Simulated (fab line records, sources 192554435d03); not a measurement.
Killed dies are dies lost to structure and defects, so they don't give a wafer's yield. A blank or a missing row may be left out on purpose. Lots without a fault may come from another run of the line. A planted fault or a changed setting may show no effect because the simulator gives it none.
Chamber matching | flow n5_finfet | N5_SD_EPI_N_DESCUM_14 on rie_diel-04: 4 sister chambers
The step chemistry O2, time 7.9 s. 4 wafers are shown with their chamber, then 7 later ones without.

WAFERS WITH THEIR CHAMBER
wafer  | chamber | showerhead_plenum_p_Torr (Torr)
L084.2 | 1       | 2.02
L084.6 | 2       | 2.08
L085.1 | 3       | 2.17
L085.3 | 0       | 2.15

WAFERS WITHOUT THEIR CHAMBER
wafer  | showerhead_plenum_p_Torr (Torr)
L085.4 | 2.08
L088.1 | 2.08
L088.5 | 2.15
L088.6 | 2.17
L093.1 | 2.14
L093.3 | 2.02
L093.4 | 2.08

WHICH CHAMBER EACH WENT THROUGH
wafer  | from the rows above | in truth
L085.4 | 2                   | 2
L088.1 | 2                   | 2
L088.5 | 0                   | 0
L088.6 | 3                   | 3
L093.1 | 0                   | 0
L093.3 | 1                   | 1
L093.4 | 2                   | 2
Placed correctly: 7 of 7. Can't be placed from these rows: 0. Placed wrongly: 0.
How it was worked out, from the rows above alone: a wafer's distance from a chamber is the root of the sum, over the readings, of the square of ((its reading less the chamber's mean) divided by the reading's scatter). The wafer belongs to the nearest chamber; if the next one is less than 2 further off, it can't be placed. A chamber's mean is the mean of its shown wafers. The scatter: with one shown wafer a chamber, the root of the mean of the squares of how far each hidden wafer lies from its nearest shown one.
